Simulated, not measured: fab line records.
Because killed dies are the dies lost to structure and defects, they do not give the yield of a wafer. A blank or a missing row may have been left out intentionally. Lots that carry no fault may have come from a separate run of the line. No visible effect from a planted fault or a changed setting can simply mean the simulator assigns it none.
fab line records ; flow nand-harc ; part 1 of 2: steps 1 to 14 of 25
record: lots: 5; wafers: 15; last-day: 33
route steps=1302 shown A_CHANNEL_HOLE_D2@589 A_CHANNEL_FILL_D2@610
lots untouched by any fault: they come from a run of this same line in which no faults occurred
start-h: start of the lot's first displayed wafer, in hours after the record's first day ; wait-h: hours elapsed since this lot's preceding step ; " identical to the entry in the row above ; L1.1+2: a single row standing in for several wafers ; - value missing, or start not given ; * or withheld: withheld ; < > ~ a bound
route shown NAME@n: a module of which the file shows steps, and the number in the route of the first ; usual: mean/standard deviation taken from wafers without a fault ; same: alike in all rows ; chamber/n: place in a boat ; sites: the reading at each site ; _std_site: how widely they spread, as a standard deviation ; _edge_site: inner sites' mean taken away from outer sites' mean ; radius-mm: for every site, how far away it sits from the centre of the wafer ; mask NAME#n: copy n ; behind: the last tool/chamber to shape the wafer ; hold: cause of the lot's hold/its duration in hours/its outcome ; device: names the non-switching transistor (n, p or np) ; end of line: at the end of the route, the tests of the same wafers ; a step given without rows: its recipe and nothing more ; killed: count of dies lost to structure and defects at first sort (not the wafer's yield) ; map: shows each die of a wafer: x if killed, . if not, _ if none is there
set.NAME: setting as actually run; set.NAME@STEP: the setting as run at that earlier step ; model.NAME: the simulator's own value behind a step, which no gauge read
lots at some steps of the route; a table a step, a row a wafer
services: the hour from which a tool's chamber was out of use, counted from the record's first day as start-h (under 0 if before that day), plus the number of hours and why
== steps ==
step: NHARC_A_CHANNEL_HOLE_D2_ETCH_16
recipe: target-depth-a: 31000; over-etch-frac: 0.3; time-s: 806; ion-energy-ev: 150; o2-flow-sccm: 400; cos-flow-sccm: 20; ar-flow-sccm: 0; rf-w: 500; bias-w: 300; chemistry: O2/COS
usual: drypump-motor-current-A: 5.7/0.52; oes-product-au: 0.997/0.013; rf-vpp-V: 314.5/1.9; showerhead-plenum-p-Torr: 3.16/0.12; throttle-valve-pct: 28.331/0.009
lot.wafer;tool;chamber;start-h;wait-h;drypump-motor-current-A;oes-product-au;rf-hours-counter-h;rf-vpp-V;showerhead-plenum-p-Torr;throttle-valve-pct
L079.2;rie-diel-11;3;-;-;5.2;1.003;3.9;316.3;3.32;28.357
L079.1;rie-diel-11;1;-;-;6.1;0.996;3.8;311.9;3.02;28.325
L079.5;rie-diel-11;2;-;-;6.0;0.998;-;316.9;3.35;28.340
L087.4;rie-diel-12;0;-;-;6.0;0.991;8.2;314.5;3.04;28.327
L087.3;rie-diel-12;1;-;-;5.8;1.010;8.9;312.5;3.03;28.327
L087.5;rie-diel-12;0;-;-;5.9;1.006;-;314.2;3.04;28.347
L090.4;rie-diel-04;0;-;-;5.7;0.992;4.4;313.4;3.09;28.335
L090.6;rie-diel-04;0;-;-;5.7;0.991;-;312.7;3.09;28.331
L090.5;rie-diel-04;1;-;-;6.1;0.987;-;317.9;3.25;28.329
L094.2;rie-diel-11;0;-;-;6.7;1.005;2.0;314.6;3.22;28.335
L094.3;rie-diel-11;1;-;-;6.1;1.000;2.2;314.3;3.01;28.325
L094.6;rie-diel-11;3;-;-;5.1;1.001;-;318.0;3.31;28.328
L096.2;rie-diel-11;0;-;-;6.7;1.015;3.3;313.2;3.22;28.318
L096.1;rie-diel-11;2;-;-;6.0;1.022;3.5;316.5;3.35;28.327
L096.3;rie-diel-11;3;-;-;5.1;1.015;3.6;317.9;3.31;28.334
step: NHARC_A_CHANNEL_HOLE_D2_CD_MEAS_18
usual: cd-nm: 101/3.3
lot.wafer;tool;chamber;start-h;wait-h;cd-nm
L079.1;cd-sem-01;-;340.36;-;104
L079.2;cd-sem-01;-;340.36;-;102
L079.5;cd-sem-01;-;340.36;-;101
L087.3;cd-sem-01;-;420.37;-;104
L087.4;cd-sem-01;-;420.37;-;100
L087.5;cd-sem-01;-;420.37;-;99
L090.4;cd-sem-02;-;448.00;-;102
L090.5;cd-sem-02;-;448.00;-;96
L090.6;cd-sem-02;-;448.00;-;102
L094.2;cd-sem-01;-;499.22;-;98
L094.3;cd-sem-01;-;499.22;-;100
L094.6;cd-sem-01;-;499.22;-;102
L096.1;cd-sem-03;-;512.47;-;96
L096.2;cd-sem-03;-;512.47;-;95
L096.3;cd-sem-03;-;512.47;-;101
step: NHARC_A_CHANNEL_HOLE_D2_ETCH_19
recipe: bias-v: 1200; source-w: 2500; pressure-mtorr: 15; time-s: 34.5; ar-flow-sccm: 375; c4f8-flow-sccm: 28.8; o2-flow-sccm: 96.2; temp-c: -20; target-depth-a: *; chemistry: C4F8/O2/Ar
usual: bias-v: 1200/12; c4f8-flow-sccm: 28.80/0.086; drypump-motor-current-A: 6.02/0.27; he-backside-leak-sccm: 5.8/0.5; showerhead-plenum-p-Torr: 3.76/0.1; throttle-valve-pct: 37.039/0.0089
lot.wafer;tool;chamber;start-h;wait-h;bias-v;c4f8-flow-sccm;drypump-motor-current-A;he-backside-leak-sccm;rf-hours-counter-h;showerhead-plenum-p-Torr;throttle-valve-pct
L079.2;har-etch-01;0;340.44;0.1;1198;28.90;6.17;5.4;176;3.73;37.025
L079.1;har-etch-01;1;340.44;0.1;1206;28.86;6.21;5.7;176;3.73;37.041
L079.5;har-etch-01;0;340.44;0.1;1207;28.86;6.16;5.6;-;3.73;37.044
L087.4;har-etch-01;0;420.48;0.1;1217;28.69;6.16;5.6;-;3.70;37.037
L087.3;har-etch-01;1;420.48;0.1;1181;28.68;6.19;6.0;-;3.70;37.040
L087.5;har-etch-01;1;420.48;0.1;1185;28.76;6.19;5.8;-;3.70;37.041
L090.4;har-etch-02;0;452.00;4.0;1181;28.85;5.52;5.6;-;3.73;37.028
L090.6;har-etch-02;0;452.00;4.0;1184;28.81;5.50;6.0;-;3.73;37.037
L090.5;har-etch-02;1;452.00;4.0;1195;28.70;6.15;5.4;-;3.97;37.054
L094.2;har-etch-02;0;499.89;0.7;1194;28.82;5.55;5.9;61;3.71;37.044
L094.3;har-etch-02;0;499.89;0.7;1213;28.96;5.52;5.9;-;3.71;37.029
L094.6;har-etch-02;0;499.89;0.7;1196;28.93;5.55;6.0;-;3.71;37.041
L096.1;har-etch-01;0;512.55;0.1;1200;28.72;6.19;5.8;272;3.67;37.048
L096.2;har-etch-01;1;512.55;0.1;1210;28.73;6.19;6.6;272;3.67;37.038
L096.3;har-etch-01;0;512.55;0.1;1215;28.65;6.17;5.6;-;3.67;37.042
step: NHARC_A_CHANNEL_HOLE_D2_ETCH_20
recipe: bias-v: 3000; source-w: withheld; pressure-mtorr: 20; time-s: 361.9; ar-flow-sccm: 375; c4f8-flow-sccm: 89.3; o2-flow-sccm: 35.7; temp-c: -20; target-depth-a: 16000; chemistry: C4F8/O2/Ar
usual: c4f8-flow-sccm: 89.32/0.25; drypump-motor-current-A: 6.01/0.28; he-backside-leak-sccm: 5.9/0.71; showerhead-plenum-p-Torr: 3.72/0.097; throttle-valve-pct: 32.155/0.0092
lot.wafer;tool;chamber;start-h;wait-h;c4f8-flow-sccm;drypump-motor-current-A;he-backside-leak-sccm;rf-hours-counter-h;showerhead-plenum-p-Torr;throttle-valve-pct
L079.2;har-etch-01;0;340.55;0.1;89.42;6.19;5.7;176;3.68;32.170
L079.1;har-etch-01;1;340.55;0.1;89.31;6.17;5.9;176;3.68;32.156
L079.5;har-etch-01;0;340.55;0.1;89.61;6.17;5.5;-;3.68;32.160
L087.4;har-etch-01;0;420.66;0.2;89.61;6.14;5.8;-;3.66;32.162
L087.3;har-etch-01;1;420.66;0.2;89.35;6.18;6.4;-;3.66;32.164
L087.5;har-etch-01;1;420.66;0.2;89.79;6.18;6.6;-;3.66;32.164
L090.4;har-etch-02;0;452.18;0.2;89.24;5.53;6.2;-;3.68;32.139
L090.6;har-etch-02;0;452.18;0.2;89.19;5.49;5.9;-;3.68;32.174
L090.5;har-etch-02;1;452.18;0.2;89.28;6.18;5.2;-;3.91;32.153
L094.2;har-etch-02;0;500.01;0.1;89.45;5.52;5.7;61;3.67;32.132
L094.3;har-etch-02;0;500.01;0.1;89.71;5.55;6.0;-;3.67;32.145
L094.6;har-etch-02;0;500.01;0.1;89.18;5.52;5.9;-;3.67;32.166
L096.1;har-etch-01;0;512.66;0.1;89.33;6.17;6.2;272;3.63;32.164
L096.2;har-etch-01;1;512.66;0.1;89.10;6.19;6.7;272;3.63;32.143
L096.3;har-etch-01;0;512.66;0.1;89.28;6.15;5.9;-;3.63;32.150
step: NHARC_A_CHANNEL_HOLE_D2_ETCH_21
recipe: bias-v: 3000; source-w: withheld; pressure-mtorr: 20; time-s: 514.3; ar-flow-sccm: 375; c4f8-flow-sccm: 89.3; o2-flow-sccm: 35.7; temp-c: -20; target-depth-a: 16000; chemistry: C4F8/O2/Ar
usual: c4f8-flow-sccm: 89.35/0.26; drypump-motor-current-A: 6.02/0.28; he-backside-leak-sccm: 5.8/0.5; showerhead-plenum-p-Torr: 3.72/0.097; throttle-valve-pct: 32.155/0.009
lot.wafer;tool;chamber;start-h;wait-h;c4f8-flow-sccm;drypump-motor-current-A;he-backside-leak-sccm;rf-hours-counter-h;showerhead-plenum-p-Torr;throttle-valve-pct
L079.2;har-etch-01;0;340.86;0.3;89.25;6.16;5.4;176;3.68;32.145
L079.1;har-etch-01;1;340.86;0.3;89.04;6.22;6.0;176;3.68;32.156
L079.5;har-etch-01;0;340.86;0.3;89.23;6.18;5.4;-;3.68;32.167
L087.4;har-etch-01;0;421.02;0.3;89.23;6.16;5.7;-;3.66;32.156
L087.3;har-etch-01;1;421.02;0.3;89.69;6.20;6.6;-;3.66;32.164
L087.5;har-etch-01;1;421.02;0.3;89.37;6.20;6.4;-;3.66;32.162
L090.4;har-etch-02;0;452.54;0.3;89.32;5.54;5.8;-;3.68;32.165
L090.6;har-etch-02;0;452.54;0.3;89.52;5.52;6.0;-;3.68;32.160
L090.5;har-etch-02;1;452.54;0.3;89.42;6.17;5.2;-;3.91;32.154
L094.2;har-etch-02;0;500.32;0.3;89.15;5.53;5.7;61;3.67;32.148
L094.3;har-etch-02;0;500.32;0.3;89.18;5.56;5.5;-;3.67;32.145
L094.6;har-etch-02;0;500.32;0.3;89.48;5.52;5.6;-;3.67;32.156
L096.1;har-etch-01;0;512.98;0.3;89.28;6.15;6.1;272;3.63;32.166
L096.2;har-etch-01;1;512.98;0.3;89.20;6.19;6.5;272;3.63;32.151
L096.3;har-etch-01;0;512.98;0.3;89.79;6.13;5.8;-;3.63;32.146
step: NHARC_A_CHANNEL_HOLE_D2_ETCH_22
recipe: bias-v: 3000; source-w: withheld; pressure-mtorr: 20; time-s: 666.7; ar-flow-sccm: 375; c4f8-flow-sccm: 89.3; o2-flow-sccm: 35.7; temp-c: -20; target-depth-a: 16000; chemistry: C4F8/O2/Ar
usual: c4f8-flow-sccm: 89.28/0.27; drypump-motor-current-A: 6.01/0.27; he-backside-leak-sccm: 5.9/0.54; showerhead-plenum-p-Torr: 3.71/0.097; throttle-valve-pct: 32.155/0.0095
lot.wafer;tool;chamber;start-h;wait-h;c4f8-flow-sccm;drypump-motor-current-A;he-backside-leak-sccm;rf-hours-counter-h;showerhead-plenum-p-Torr;throttle-valve-pct
L079.2;har-etch-01;0;341.31;0.4;89.48;6.16;5.4;177;3.68;32.165
L079.1;har-etch-01;1;341.31;0.4;89.26;6.18;5.5;177;3.68;32.142
L079.5;har-etch-01;0;341.31;0.4;89.29;6.18;5.5;-;3.68;32.159
L087.4;har-etch-01;0;421.50;0.4;89.42;6.15;5.5;-;3.66;32.168
L087.3;har-etch-01;1;421.50;0.4;89.48;6.19;5.9;-;3.66;32.162
L087.5;har-etch-01;1;421.50;0.4;89.13;6.17;6.3;-;3.66;32.148
L090.4;har-etch-02;0;453.03;0.4;88.96;5.53;6.4;-;3.68;32.158
L090.6;har-etch-02;0;453.03;0.4;88.88;5.53;5.7;-;3.68;32.155
L090.5;har-etch-02;1;453.03;0.4;89.03;6.14;5.3;-;3.91;32.156
L094.2;har-etch-02;0;500.75;0.4;89.02;5.55;6.2;62;3.67;32.170
L094.3;har-etch-02;0;500.75;0.4;89.35;5.54;5.8;-;3.67;32.161
L094.6;har-etch-02;0;500.75;0.4;89.36;5.55;5.9;-;3.67;32.152
L096.1;har-etch-01;0;513.42;0.4;89.31;6.14;5.8;272;3.63;32.144
L096.2;har-etch-01;1;513.42;0.4;89.35;6.21;6.5;272;3.63;32.151
L096.3;har-etch-01;0;513.42;0.4;88.86;6.15;6.0;-;3.63;32.178
step: NHARC_A_CHANNEL_HOLE_D2_ETCH_23
recipe: bias-v: 5000; source-w: withheld; pressure-mtorr: 20; time-s: 819; ar-flow-sccm: 375; c4f8-flow-sccm: 89.3; o2-flow-sccm: 35.7; temp-c: -20; target-depth-a: 16000; chemistry: C4F8/O2/Ar
usual: c4f8-flow-sccm: 89.33/0.26; drypump-motor-current-A: 6.02/0.28; he-backside-leak-sccm: 5.9/0.77; showerhead-plenum-p-Torr: 3.71/0.097; throttle-valve-pct: 32.154/0.0084
lot.wafer;tool;chamber;start-h;wait-h;c4f8-flow-sccm;drypump-motor-current-A;he-backside-leak-sccm;rf-hours-counter-h;showerhead-plenum-p-Torr;throttle-valve-pct
L079.2;har-etch-01;0;341.89;0.5;89.10;6.16;5.7;177;3.68;32.149
L079.1;har-etch-01;1;341.89;0.5;89.70;6.19;5.9;177;3.68;32.176
L079.5;har-etch-01;0;341.89;0.5;89.15;6.15;5.2;-;3.68;32.145
L087.4;har-etch-01;0;422.11;0.5;89.50;6.15;5.7;-;3.66;32.146
L087.3;har-etch-01;1;422.11;0.5;89.65;6.20;6.4;-;3.66;32.155
L087.5;har-etch-01;1;422.11;0.5;89.18;6.20;6.0;-;3.66;32.148
L090.4;har-etch-02;0;453.65;0.5;89.42;5.53;5.5;-;3.68;32.161
L090.6;har-etch-02;0;453.65;0.5;89.75;5.54;5.6;-;3.68;32.156
L090.5;har-etch-02;1;453.65;0.5;89.03;6.15;5.3;-;3.91;32.153
L094.2;har-etch-02;0;501.32;0.5;89.25;5.51;5.4;62;3.67;32.146
L094.3;har-etch-02;0;501.32;0.5;89.17;5.54;6.0;-;3.67;32.150
L094.6;har-etch-02;0;501.32;0.5;89.41;5.55;6.0;-;3.67;32.152
L096.1;har-etch-01;0;513.99;0.5;89.52;6.17;5.9;273;3.63;32.157
L096.2;har-etch-01;1;513.99;0.5;88.75;6.19;6.2;273;3.63;32.157
L096.3;har-etch-01;0;513.99;0.5;89.56;6.16;5.9;-;3.63;32.149
step: NHARC_A_CHANNEL_HOLE_D2_ETCH_24
recipe: bias-v: 5000; source-w: withheld; pressure-mtorr: 20; time-s: 906.2; ar-flow-sccm: 375; c4f8-flow-sccm: 93.8; o2-flow-sccm: 31.2; temp-c: -20; target-depth-a: 15000; chemistry: C4F8/O2/Ar
usual: c4f8-flow-sccm: 93.83/0.28; drypump-motor-current-A: 6.02/0.27; he-backside-leak-sccm: 5.9/0.61; showerhead-plenum-p-Torr: 3.71/0.097; throttle-valve-pct: 32.236/0.0082
lot.wafer;tool;chamber;start-h;wait-h;c4f8-flow-sccm;drypump-motor-current-A;he-backside-leak-sccm;rf-hours-counter-h;showerhead-plenum-p-Torr;throttle-valve-pct
L079.2;har-etch-01;0;342.58;0.6;93.91;6.15;5.5;178;3.68;32.245
L079.1;har-etch-01;1;342.58;0.6;93.41;6.18;6.0;178;3.68;32.242
L079.5;har-etch-01;0;342.58;0.6;94.02;6.14;5.5;-;3.68;32.231
L087.4;har-etch-01;0;422.83;0.6;93.77;6.17;5.6;-;3.65;32.229
L087.3;har-etch-01;1;422.83;0.6;93.74;6.19;6.2;-;3.65;32.230
L087.5;har-etch-01;1;422.83;0.6;93.73;6.20;6.1;-;3.65;32.230
L090.4;har-etch-02;0;454.37;0.6;93.60;5.53;5.9;-;3.68;32.224
L090.6;har-etch-02;0;454.37;0.6;93.76;5.54;5.8;-;3.68;32.231
L090.5;har-etch-02;1;454.37;0.6;93.56;6.16;5.6;-;3.91;32.237
L094.2;har-etch-02;0;502.02;0.6;93.74;5.55;5.7;63;3.66;32.230
L094.3;har-etch-02;0;502.02;0.6;93.93;5.59;5.9;-;3.66;32.230
L094.6;har-etch-02;0;502.02;0.6;94.27;5.57;5.7;-;3.66;32.230
L096.1;har-etch-01;0;514.69;0.6;94.20;6.17;5.8;274;3.63;32.227
L096.2;har-etch-01;1;514.69;0.6;93.47;6.21;6.6;274;3.63;32.235
L096.3;har-etch-01;0;514.69;0.6;93.83;6.16;6.0;-;3.63;32.237
step: NHARC_A_CHANNEL_HOLE_D2_ETCH_25
recipe: bias-v: 5000; source-w: withheld; pressure-mtorr: 20; time-s: 1040.2; ar-flow-sccm: 375; c4f8-flow-sccm: 93.8; o2-flow-sccm: 31.2; temp-c: -20; target-depth-a: 15000; chemistry: C4F8/O2/Ar
usual: c4f8-flow-sccm: 93.81/0.3; drypump-motor-current-A: 6.01/0.27; he-backside-leak-sccm: 5.9/0.57; showerhead-plenum-p-Torr: 3.71/0.097; throttle-valve-pct: 32.235/0.0099
lot.wafer;tool;chamber;start-h;wait-h;c4f8-flow-sccm;drypump-motor-current-A;he-backside-leak-sccm;rf-hours-counter-h;showerhead-plenum-p-Torr;throttle-valve-pct
L079.2;har-etch-01;0;343.36;0.6;93.70;6.17;5.6;179;3.68;32.242
L079.1;har-etch-01;1;343.36;0.6;93.23;6.17;6.0;179;3.68;32.238
L079.5;har-etch-01;0;343.36;0.6;93.52;6.17;5.5;-;3.68;32.249
L087.4;har-etch-01;0;423.64;0.7;93.85;6.18;5.7;-;3.65;32.220
L087.3;har-etch-01;1;423.64;0.7;94.28;6.18;6.7;-;3.65;32.254
L087.5;har-etch-01;1;423.64;0.7;93.95;6.19;6.2;-;3.65;32.234
L090.4;har-etch-02;0;455.18;0.7;93.39;5.55;6.1;-;3.68;32.225
L090.6;har-etch-02;0;455.18;0.7;93.27;5.55;6.0;-;3.68;32.221
L090.5;har-etch-02;1;455.18;0.7;93.70;6.17;5.3;-;3.91;32.242
L094.2;har-etch-02;0;502.78;0.6;93.91;5.53;5.9;64;3.66;32.254
L094.3;har-etch-02;0;502.78;0.6;93.97;5.55;5.5;-;3.66;32.242
L094.6;har-etch-02;0;502.78;0.6;94.13;5.55;5.7;-;3.66;32.237
L096.1;har-etch-01;0;515.46;0.6;93.48;6.18;5.8;274;3.63;32.215
L096.2;har-etch-01;1;515.46;0.6;93.59;6.20;6.1;274;3.63;32.243
L096.3;har-etch-01;0;515.46;0.6;93.72;6.16;5.5;-;3.63;32.237
step: NHARC_A_CHANNEL_HOLE_D2_ETCH_26
recipe: bias-v: 300; source-w: 2000; pressure-mtorr: 30; time-s: 224.1; ar-flow-sccm: 375; c4f8-flow-sccm: 11.4; o2-flow-sccm: 113.6; temp-c: -20; target-depth-a: 3000; chemistry: C4F8/O2/Ar
usual: bias-v: 300.3/3; c4f8-flow-sccm: 11.40/0.032; drypump-motor-current-A: 6.02/0.27; he-backside-leak-sccm: 5.8/0.52; showerhead-plenum-p-Torr: 3.76/0.1; throttle-valve-pct: 24.584/0.009
lot.wafer;tool;chamber;start-h;wait-h;bias-v;c4f8-flow-sccm;drypump-motor-current-A;he-backside-leak-sccm;rf-hours-counter-h;showerhead-plenum-p-Torr;throttle-valve-pct
L079.2;har-etch-01;0;344.24;0.7;300.0;11.47;6.15;5.4;180;3.73;24.587
L079.1;har-etch-01;1;344.24;0.7;304.1;11.42;6.17;6.3;180;3.73;24.564
L079.5;har-etch-01;0;344.24;0.7;305.7;11.40;6.19;5.6;-;3.73;24.574
L087.4;har-etch-01;0;424.30;0.5;302.6;11.32;6.17;5.3;-;3.70;24.580
L087.3;har-etch-01;1;424.30;0.5;304.8;11.39;6.22;6.1;-;3.70;24.587
L087.5;har-etch-01;1;424.30;0.5;305.5;11.47;6.20;6.1;-;3.70;24.580
L090.4;har-etch-02;0;455.83;0.5;302.9;11.42;5.55;5.5;-;3.73;24.590
L090.6;har-etch-02;0;455.83;0.5;301.3;11.39;5.53;5.6;-;3.73;24.582
L090.5;har-etch-02;1;455.83;0.5;297.2;11.36;6.19;5.3;-;3.97;24.587
L094.2;har-etch-02;0;503.66;0.7;298.7;11.38;5.56;6.1;65;3.71;24.580
L094.3;har-etch-02;0;503.66;0.7;299.3;11.35;5.54;5.9;-;3.71;24.604
L094.6;har-etch-02;0;503.66;0.7;299.7;11.39;5.56;5.8;-;3.71;24.591
L096.1;har-etch-01;0;516.35;0.7;292.0;11.39;6.15;5.9;275;3.67;24.586
L096.2;har-etch-01;1;516.35;0.7;299.6;11.44;6.21;6.5;275;3.67;24.604
L096.3;har-etch-01;0;516.35;0.7;296.7;11.43;6.16;5.9;-;3.67;24.588
step: NHARC_A_CHANNEL_HOLE_D2_ETCH_27
recipe: bias-v: 400; source-w: 2000; pressure-mtorr: 25; time-s: 90; ar-flow-sccm: 375; c4f8-flow-sccm: 41.7; o2-flow-sccm: 83.3; temp-c: -20; target-depth-a: 4000; chemistry: C4F8/O2/Ar
usual: bias-v: 400/4.2; c4f8-flow-sccm: 41.70/0.12; drypump-motor-current-A: 6.01/0.27; he-backside-leak-sccm: 5.8/0.49; showerhead-plenum-p-Torr: 3.75/0.1; throttle-valve-pct: 27.620/0.0085
lot.wafer;tool;chamber;start-h;wait-h;bias-v;c4f8-flow-sccm;drypump-motor-current-A;he-backside-leak-sccm;rf-hours-counter-h;showerhead-plenum-p-Torr;throttle-valve-pct
L079.2;har-etch-01;0;344.44;0.2;397;41.53;6.16;5.3;180;3.72;27.622
L079.1;har-etch-01;1;344.44;0.2;401;41.97;6.18;6.0;180;3.72;27.598
L079.5;har-etch-01;0;344.44;0.2;396;41.59;6.17;5.2;-;3.72;27.610
L087.4;har-etch-01;0;424.49;0.2;399;41.71;6.15;5.7;-;3.69;27.615
L087.3;har-etch-01;1;424.49;0.2;401;41.81;6.18;5.9;-;3.69;27.613
L087.5;har-etch-01;1;424.49;0.2;399;41.70;6.18;6.0;-;3.69;27.611
L090.4;har-etch-02;0;456.02;0.2;398;41.57;5.55;5.8;-;3.72;27.611
L090.6;har-etch-02;0;456.02;0.2;400;41.75;5.55;6.0;-;3.72;27.632
L090.5;har-etch-02;1;456.02;0.2;404;41.68;6.16;5.2;-;3.96;27.624
L094.2;har-etch-02;0;503.86;0.2;403;41.74;5.56;6.0;65;3.71;27.609
L094.3;har-etch-02;0;503.86;0.2;401;41.72;5.57;6.0;-;3.71;27.613
L094.6;har-etch-02;0;503.86;0.2;407;41.76;5.54;6.0;-;3.71;27.606
L096.1;har-etch-01;0;516.54;0.2;400;41.51;6.16;5.8;275;3.67;27.630
L096.2;har-etch-01;1;516.54;0.2;405;41.63;6.19;6.4;275;3.67;27.604
L096.3;har-etch-01;0;516.54;0.2;400;41.64;6.15;5.8;-;3.67;27.634
step: NHARC_A_CHANNEL_HOLE_D2_STRIP_41
recipe: n2-flow-sccm: 150; h2-flow-sccm: 150; ar-flow-sccm: 0; bias-w: 0; chemistry: N2/H2
lot.wafer;tool;chamber;start-h;wait-h
L079.1+2+5;rie-diel-04;0,3,3;344.97;0.5
L087.4+3+5;rie-diel-11;1,3,1;424.97;0.4
L090.4+6+5;rie-diel-12;2,1,2;456.50;0.4
L094.2+3+6;rie-diel-11;1,2,1;504.39;0.5
L096.2+3+1;rie-diel-04;2,0,1;517.09;0.5
step: NHARC_A_CHANNEL_HOLE_D2_STRIP_42
recipe: cf4-flow-sccm: 100; chf3-flow-sccm: 30; ar-flow-sccm: 0; bias-w: 0; chemistry: CF4/CHF3
lot.wafer;tool;chamber;start-h;wait-h
L079.2+1+5;rie-diel-04;2,0,2;345.08;0.1
L087.4+3+5;rie-diel-11;1,2,1;425.06;0.1
L090.4+6+5;rie-diel-12;2,1,2;456.58;0.1
L094.2+3+6;rie-diel-11;2,0,1;504.49;0.1
L096.3+1+2;rie-diel-04;1,2,3;517.18;0.1
step: NHARC_A_CHANNEL_HOLE_D2_STRIP_43
recipe: o2-flow-sccm: 400; cos-flow-sccm: 20; ar-flow-sccm: 0; bias-w: 0; chemistry: O2/COS
lot.wafer;tool;chamber;start-h;wait-h
L079.1+2+5;rie-diel-04;3,2,3;345.15;0.1
L087.4+3+5;rie-diel-11;2,3,1;425.12;0.1
L090.4+5+6;rie-diel-12;1,2,3;456.65;0.1
L094.2+3+6;rie-diel-11;1,2,3;504.55;0.1
L096.1+2+3;rie-diel-04;3,0,1;517.25;0.1
